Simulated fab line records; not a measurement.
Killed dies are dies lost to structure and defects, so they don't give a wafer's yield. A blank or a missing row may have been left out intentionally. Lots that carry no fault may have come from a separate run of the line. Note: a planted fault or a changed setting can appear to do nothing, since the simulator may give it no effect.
fab line records + flow n5-finfet + part 2 of 2: steps 5 to 6 of 6
[record]
- lots = 24
- wafers = 72
- last-day = 18
route steps=1938 shown BEOL_M4@1097 BEOL_M5@1154
lots that met no fault: taken from a fault-free run of the same line
start-h: hours from the record's first day to the start of the lot's first wafer shown + wait-h: hours elapsed since this lot's preceding step + " same as the row above + L1.1+2: a single row standing in for several wafers + - either no value or no given start + * or withheld: withheld + < > ~ a bound
route shown NAME@n: names a module that has steps shown in the file, with the first one's number in the route + usual: the fault-free wafers' mean and standard deviation + same: alike in all rows + chamber/n: place in a boat + sites: readings site by site + _std_site: their standard deviation + _edge_site: outer sites' mean less inner sites' + radius-mm: how far each site lies from the wafer's centre + mask NAME#n: copy n + behind: the last tool/chamber to shape the wafer + hold: what put the lot on hold/how long, in hours/how the hold closed + device: whichever transistor did not switch (one of n, p or np) + end of line: at the end of the route, the tests of the same wafers + where a step has no rows: the recipe by itself + killed: not the wafer's yield, but the dies lost to structure and defects at the first sort + map: a wafer's dies, x killed, . not, _ none there
set.NAME: the setting that was run; set.NAME@STEP: the one run at that earlier step + model.NAME: the simulator's own value behind a step, which no gauge read
one table for each step of the route and one row for each wafer, over a sample of lots
services: when a tool's chamber went out of use (start-h, in hours from the record's first day, below 0 if earlier), for how many hours, and the reason
[[steps]]
[step N5_BEOL_M5_STRIP_91]
[recipe]
- chemistry = N2/H2
- time-s = 10
- power-w = 450
- temp-c = 40
- pressure-mtorr = 20
- rf-frequency-hz = 6e+07
- bias-power-w = 7
- n2-flow-sccm = 200
- h2-flow-sccm = 200
[usual]
- drypump-motor-current-A = 5.7/0.5
- oes-product-au = 0.78/0.089
- rf-vpp-V = 59.1/0.85
- showerhead-plenum-p-Torr = 2.53/0.077
- throttle-valve-pct = 23.7/0.44
| lot.wafer | tool        | chamber | start-h | wait-h | drypump-motor-current-A | oes-product-au | rf-hours-counter-h | rf-vpp-V | showerhead-plenum-p-Torr | throttle-valve-pct |
|-----------|-------------|---------|---------|--------|-------------------------|----------------|--------------------|----------|--------------------------|--------------------|
| L074.1    | rie-diel-04 | 1       | -       | -      | 6.5                     | 0.79           | 110                | 59.4     | 2.55                     | 23.1               |
| L074.3    | "           | 2       | "       | "      | 6.1                     | 0.69           | 225                | 59.0     | 2.64                     | 24.5               |
| L074.5    | "           | 1       | "       | "      | 6.5                     | 0.78           | -                  | 57.8     | 2.55                     | 23.1               |
| L075.3    | rie-diel-02 | 2       | -       | -      | 5.8                     | 0.66           | 229                | 58.6     | 2.52                     | 23.3               |
| L075.4    | "           | 0       | "       | "      | 6.0                     | 0.75           | 177                | 58.6     | 2.50                     | 23.8               |
| L075.6    | "           | 1       | "       | "      | 5.9                     | 0.84           | -                  | 59.8     | 2.46                     | 23.2               |
| L077.1    | rie-diel-06 | 3       | -       | -      | 5.3                     | 0.73           | 175                | 59.2     | 2.43                     | 24.2               |
| L077.3    | "           | 2       | "       | "      | 4.8                     | 0.93           | 7                  | 59.1     | 2.60                     | 23.4               |
| L077.5    | "           | 2       | "       | "      | 4.8                     | 0.93           | -                  | 60.0     | 2.60                     | 23.4               |
| L076.1    | rie-diel-04 | 3       | -       | -      | 5.3                     | 0.71           | 216                | 59.4     | 2.64                     | 23.7               |
| L076.3    | "           | 2       | "       | "      | 6.1                     | 0.68           | 229                | 58.9     | 2.64                     | 24.5               |
| L076.6    | "           | 1       | "       | "      | 6.5                     | 0.78           | -                  | 58.6     | 2.55                     | 23.1               |
| L078.2    | rie-diel-06 | 2       | -       | -      | 4.8                     | 0.93           | 10                 | 58.3     | 2.60                     | 23.4               |
| L078.4    | "           | 0       | "       | "      | 5.3                     | 0.85           | -                  | 58.8     | 2.47                     | 24.0               |
| L078.5    | "           | 2       | "       | "      | 4.8                     | 0.93           | -                  | 58.5     | 2.60                     | 23.4               |
| L079.3    | rie-diel-04 | 3       | -       | -      | 5.3                     | 0.71           | 219                | 58.5     | 2.64                     | 23.7               |
| L079.4    | "           | 1       | "       | "      | 6.5                     | 0.78           | 118                | 59.8     | 2.55                     | 23.1               |
| L079.6    | "           | 2       | "       | "      | 6.2                     | 0.69           | -                  | 61.0     | 2.64                     | 24.5               |
| L080.1    | rie-diel-02 | 2       | -       | -      | 5.8                     | 0.66           | 236                | 60.1     | 2.52                     | 23.3               |
| L080.2    | "           | 3       | "       | "      | 5.1                     | 0.77           | 141                | 59.3     | 2.42                     | 23.9               |
| L080.6    | "           | 1       | "       | "      | 5.9                     | 0.83           | -                  | 58.9     | 2.45                     | 23.3               |
| L082.2    | rie-diel-04 | 1       | -       | -      | 6.5                     | 0.77           | 124                | 59.5     | 2.55                     | 23.1               |
| L082.4    | "           | 2       | "       | "      | 6.1                     | 0.68           | 237                | 58.6     | 2.63                     | 24.5               |
| L082.6    | "           | 2       | "       | "      | 6.1                     | 0.69           | -                  | 58.6     | 2.63                     | 24.5               |
| L081.2    | rie-diel-04 | 1       | -       | -      | 6.5                     | 0.77           | 124                | 56.3     | 2.55                     | 23.1               |
| L081.4    | "           | 2       | "       | "      | 6.1                     | 0.68           | 238                | 59.7     | 2.63                     | 24.5               |
| L081.5    | "           | 3       | "       | "      | 5.3                     | 0.70           | -                  | 58.8     | 2.64                     | 23.7               |
| L083.2    | rie-diel-02 | 2       | -       | -      | 5.8                     | 0.66           | 243                | 58.1     | 2.52                     | 23.3               |
| L083.4    | "           | 3       | "       | "      | 5.0                     | 0.76           | 148                | 59.2     | 2.42                     | 23.9               |
| L083.5    | "           | 3       | "       | "      | 5.0                     | 0.77           | -                  | 58.3     | 2.42                     | 23.9               |
| L084.1    | rie-diel-06 | 3       | -       | -      | 5.3                     | 0.72           | 190                | 58.9     | 2.42                     | 24.2               |
| L084.3    | "           | 0       | "       | "      | 5.4                     | 0.83           | 77                 | 58.0     | 2.47                     | 24.0               |
| L084.4    | "           | 2       | "       | "      | 4.8                     | 0.90           | -                  | 59.5     | 2.60                     | 23.4               |
| L087.2    | rie-diel-04 | 2       | -       | -      | 6.1                     | 0.69           | 245                | 58.9     | 2.63                     | 24.5               |
| L087.4    | "           | 3       | "       | "      | 5.3                     | 0.70           | 231                | 59.7     | 2.64                     | 23.8               |
| L087.6    | "           | 3       | "       | "      | 5.3                     | 0.71           | -                  | 59.6     | 2.64                     | 23.7               |
| L085.3    | rie-diel-02 | 3       | -       | -      | 5.0                     | 0.75           | 151                | 59.1     | 2.42                     | 23.9               |
| L085.5    | "           | 0       | "       | "      | 6.0                     | 0.74           | -                  | 60.6     | 2.49                     | 23.9               |
| L085.6    | "           | 3       | "       | "      | 5.1                     | 0.75           | -                  | 59.4     | 2.42                     | 23.9               |
| L088.2    | rie-diel-04 | 3       | -       | -      | 5.3                     | 0.70           | 232                | 60.3     | 2.64                     | 23.7               |
| L088.3    | "           | 1       | "       | "      | 6.5                     | 0.77           | 131                | 59.8     | 2.54                     | 23.1               |
| L088.5    | "           | 1       | "       | "      | 6.5                     | 0.77           | -                  | 58.9     | 2.54                     | 23.1               |
| L086.1    | rie-diel-04 | 2       | -       | -      | 6.1                     | 0.69           | 247                | 60.0     | 2.63                     | 24.6               |
| L086.2    | "           | 1       | "       | "      | 6.5                     | 0.76           | 133                | 60.6     | 2.54                     | 23.1               |
| L086.5    | "           | 3       | "       | "      | 5.3                     | 0.70           | -                  | 60.7     | 2.63                     | 23.7               |
| L089.2    | rie-diel-04 | 0       | -       | -      | 5.6                     | 0.92           | 18                 | 59.6     | 2.49                     | 23.9               |
| L089.4    | "           | 3       | "       | "      | 5.3                     | 0.70           | 236                | 59.7     | 2.63                     | 23.7               |
| L089.6    | "           | 2       | "       | "      | 6.1                     | 0.68           | -                  | 59.8     | 2.63                     | 24.5               |
| L091.2    | rie-diel-04 | 2       | -       | -      | 6.1                     | 0.68           | 250                | 58.0     | 2.63                     | 24.6               |
| L091.4    | "           | 3       | "       | "      | 5.3                     | 0.69           | 236                | 58.2     | 2.63                     | 23.7               |
| L091.6    | "           | 3       | "       | "      | 5.3                     | 0.70           | -                  | 58.1     | 2.63                     | 23.7               |
| L090.1    | rie-diel-02 | 1       | -       | -      | 5.9                     | 0.81           | 101                | 58.6     | 2.44                     | 23.3               |
| L090.5    | "           | 1       | "       | "      | 5.9                     | 0.81           | -                  | 59.3     | 2.44                     | 23.3               |
| L090.6    | "           | 2       | "       | "      | 5.8                     | 0.96           | -                  | 60.0     | 2.51                     | 23.3               |
| L092.2    | rie-diel-04 | 1       | -       | -      | 6.5                     | 0.75           | 143                | 59.6     | 2.54                     | 23.1               |
| L092.5    | "           | 1       | "       | "      | 6.5                     | 0.75           | -                  | 58.7     | 2.54                     | 23.1               |
| L092.6    | "           | 0       | "       | "      | 5.6                     | 0.89           | -                  | 59.1     | 2.49                     | 23.9               |
| L093.3    | rie-diel-04 | 0       | -       | -      | 5.6                     | 0.88           | -                  | 59.1     | 2.48                     | 23.9               |
| L093.4    | "           | 1       | "       | "      | 6.5                     | 0.75           | -                  | 58.3     | 2.54                     | 23.1               |
| L093.5    | "           | 1       | "       | "      | 6.5                     | 0.76           | -                  | 59.5     | 2.54                     | 23.1               |
| L094.4    | rie-diel-02 | 2       | -       | -      | 5.8                     | 0.93           | 9                  | 59.2     | 2.51                     | 23.3               |
| L094.5    | "           | 3       | "       | "      | 5.0                     | 0.74           | -                  | 58.2     | 2.41                     | 24.0               |
| L094.6    | "           | 0       | "       | "      | 6.0                     | 0.73           | -                  | 58.5     | 2.49                     | 23.9               |
| L095.1    | rie-diel-02 | 3       | -       | -      | 5.0                     | 0.74           | 169                | 58.8     | 2.41                     | 24.0               |
| L095.5    | "           | 1       | "       | "      | 5.9                     | 0.81           | -                  | 60.1     | 2.44                     | 23.3               |
| L095.6    | "           | 0       | "       | "      | 6.0                     | 0.72           | -                  | 60.9     | 2.49                     | 23.9               |
| L097.1    | rie-diel-04 | 1       | -       | -      | 6.5                     | 0.75           | 156                | 59.1     | 2.53                     | 23.2               |
| L097.4    | "           | 0       | "       | "      | 5.6                     | 0.88           | 38                 | 58.7     | 2.48                     | 23.9               |
| L097.5    | "           | 2       | "       | "      | 6.1                     | 0.94           | -                  | 59.8     | 2.62                     | 24.0               |
| L096.1    | rie-diel-06 | 3       | -       | -      | 5.3                     | 0.70           | 223                | 58.4     | 2.41                     | 24.3               |
| L096.2    | "           | 2       | "       | "      | 4.8                     | 0.85           | 51                 | 59.3     | 2.59                     | 23.5               |
| L096.3    | "           | 0       | "       | "      | 5.4                     | 0.79           | 112                | 57.7     | 2.45                     | 24.1               |
[step N5_BEOL_M5_PRE_CLEAN_45]
[recipe]
- gas = H2/He
- time-s = 30
- temp-c = 250
[usual]
- heater-power-w = 337/23
| lot.wafer | tool           | chamber | start-h | wait-h | heater-power-w |
|-----------|----------------|---------|---------|--------|----------------|
| L074.1    | pvd-sputter-01 | -       | 189.19  | 0.0    | 374            |
| L074.3    | "              | -       | "       | "      | 346            |
| L074.5    | "              | -       | "       | "      | 344            |
| L075.3    | pvd-sputter-01 | -       | 189.61  | 0.0    | 350            |
| L075.4    | "              | -       | "       | "      | 297            |
| L075.6    | "              | -       | "       | "      | 381            |
| L077.1    | pvd-sputter-02 | -       | 203.25  | 0.0    | 302            |
| L077.3    | "              | -       | "       | "      | 366            |
| L077.5    | "              | -       | "       | "      | 377            |
| L076.1    | pvd-sputter-02 | -       | 203.51  | 0.0    | 310            |
| L076.3    | "              | -       | "       | "      | 369            |
| L076.6    | "              | -       | "       | "      | 302            |
| L078.2    | pvd-sputter-02 | -       | 208.87  | 0.0    | 311            |
| L078.4    | "              | -       | "       | "      | 335            |
| L078.5    | "              | -       | "       | "      | 311            |
| L079.3    | pvd-sputter-01 | -       | 212.59  | 0.0    | 368            |
| L079.4    | "              | -       | "       | "      | 338            |
| L079.6    | "              | -       | "       | "      | 375            |
| L080.1    | pvd-sputter-03 | -       | 213.00  | 0.0    | 308            |
| L080.2    | "              | -       | "       | "      | 337            |
| L080.6    | "              | -       | "       | "      | 366            |
| L082.2    | pvd-sputter-03 | -       | 233.05  | 0.0    | 361            |
| L082.4    | "              | -       | "       | "      | 334            |
| L082.6    | "              | -       | "       | "      | 342            |
| L081.2    | pvd-sputter-03 | -       | 233.79  | 0.0    | 327            |
| L081.4    | "              | -       | "       | "      | 331            |
| L081.5    | "              | -       | "       | "      | 372            |
| L083.2    | pvd-sputter-02 | -       | 238.79  | 0.0    | 357            |
| L083.4    | "              | -       | "       | "      | 336            |
| L083.5    | "              | -       | "       | "      | 335            |
| L084.1    | pvd-sputter-02 | -       | 238.87  | 0.0    | 330            |
| L084.3    | "              | -       | "       | "      | 313            |
| L084.4    | "              | -       | "       | "      | 332            |
| L087.2    | pvd-sputter-01 | -       | 259.35  | 0.0    | 340            |
| L087.4    | "              | -       | "       | "      | 297            |
| L087.6    | "              | -       | "       | "      | 344            |
| L085.3    | pvd-sputter-03 | -       | 259.51  | 0.0    | 314            |
| L085.5    | "              | -       | "       | "      | 335            |
| L085.6    | "              | -       | "       | "      | 338            |
| L088.2    | pvd-sputter-02 | -       | 261.01  | 0.0    | 355            |
| L088.3    | "              | -       | "       | "      | 314            |
| L088.5    | "              | -       | "       | "      | 324            |
| L086.1    | pvd-sputter-02 | -       | 266.25  | 0.0    | 303            |
| L086.2    | "              | -       | "       | "      | 343            |
| L086.5    | "              | -       | "       | "      | 319            |
| L089.2    | pvd-sputter-03 | -       | 273.95  | 0.0    | 335            |
| L089.4    | "              | -       | "       | "      | 362            |
| L089.6    | "              | -       | "       | "      | 370            |
| L091.2    | pvd-sputter-01 | -       | 275.47  | 0.0    | 366            |
| L091.4    | "              | -       | "       | "      | 303            |
| L091.6    | "              | -       | "       | "      | 351            |
| L090.1    | pvd-sputter-01 | -       | 285.68  | 0.0    | 346            |
| L090.5    | "              | -       | "       | "      | 341            |
| L090.6    | "              | -       | "       | "      | 374            |
| L092.2    | pvd-sputter-03 | -       | 289.81  | 0.0    | 328            |
| L092.5    | "              | -       | "       | "      | 365            |
| L092.6    | "              | -       | "       | "      | 335            |
| L093.3    | pvd-sputter-01 | -       | 295.91  | 0.0    | 293            |
| L093.4    | "              | -       | "       | "      | 339            |
| L093.5    | "              | -       | "       | "      | 380            |
| L094.4    | pvd-sputter-03 | -       | 309.67  | 0.0    | 338            |
| L094.5    | "              | -       | "       | "      | 367            |
| L094.6    | "              | -       | "       | "      | 341            |
| L095.1    | pvd-sputter-02 | -       | 311.15  | 0.0    | 335            |
| L095.5    | "              | -       | "       | "      | 304            |
| L095.6    | "              | -       | "       | "      | 363            |
| L097.1    | pvd-sputter-01 | -       | 331.83  | 0.0    | 349            |
| L097.4    | "              | -       | "       | "      | 328            |
| L097.5    | "              | -       | "       | "      | 298            |
| L096.1    | pvd-sputter-02 | -       | 337.11  | 0.0    | 315            |
| L096.2    | "              | -       | "       | "      | 326            |
| L096.3    | "              | -       | "       | "      | 332            |
[[services]]
| tool           | chamber | start-h | hours | kind                          |
|----------------|---------|---------|-------|-------------------------------|
| rie-diel-02    | 1       | 177.11  | 5.9   | repair                        |
| rie-diel-06    | 1       | 184.00  | 81.3  | repair                        |
| rie-diel-04    | 0       | 186.86  | -     | clean                         |
| rie-diel-04    | 0       | 186.86  | -     | consumable-replace:focus-ring |
| rie-diel-04    | 0       | 186.86  | 14.6  | scheduled-down                |
| rie-diel-04    | 0       | 186.86  | 14.6  | vent-cycle                    |
| rie-diel-02    | 3       | 191.84  | 6.5   | repair                        |
| rie-diel-04    | 2       | 198.53  | 2.8   | repair                        |
| rie-diel-06    | 2       | 218.19  | 13.6  | repair                        |
| rie-diel-06    | 0       | 220.16  | 6.2   | repair                        |
| rie-diel-02    | 3       | 243.66  | 9.1   | repair                        |
| rie-diel-02    | 2       | 249.10  | 3.6   | repair                        |
| rie-diel-02    | 2       | 265.88  | -     | clean                         |
| rie-diel-02    | 2       | 265.88  | -     | consumable-replace:focus-ring |
| rie-diel-02    | 2       | 265.88  | 14.2  | scheduled-down                |
| rie-diel-06    | -       | 266.11  | 2.8   | pm                            |
| rie-diel-04    | 0       | 266.58  | 4.5   | repair                        |
| rie-diel-04    | 2       | 276.19  | -     | clean                         |
| rie-diel-04    | 2       | 276.19  | -     | consumable-replace:focus-ring |
| rie-diel-04    | 2       | 276.19  | 25.5  | scheduled-down                |
| rie-diel-04    | 2       | 276.19  | 25.5  | vent-cycle                    |
| pvd-sputter-02 | -       | 288.91  | 7.9   | repair                        |
| pvd-sputter-02 | -       | 303.50  | 6.2   | repair                        |
| rie-diel-06    | 3       | 330.98  | 3.6   | repair                        |
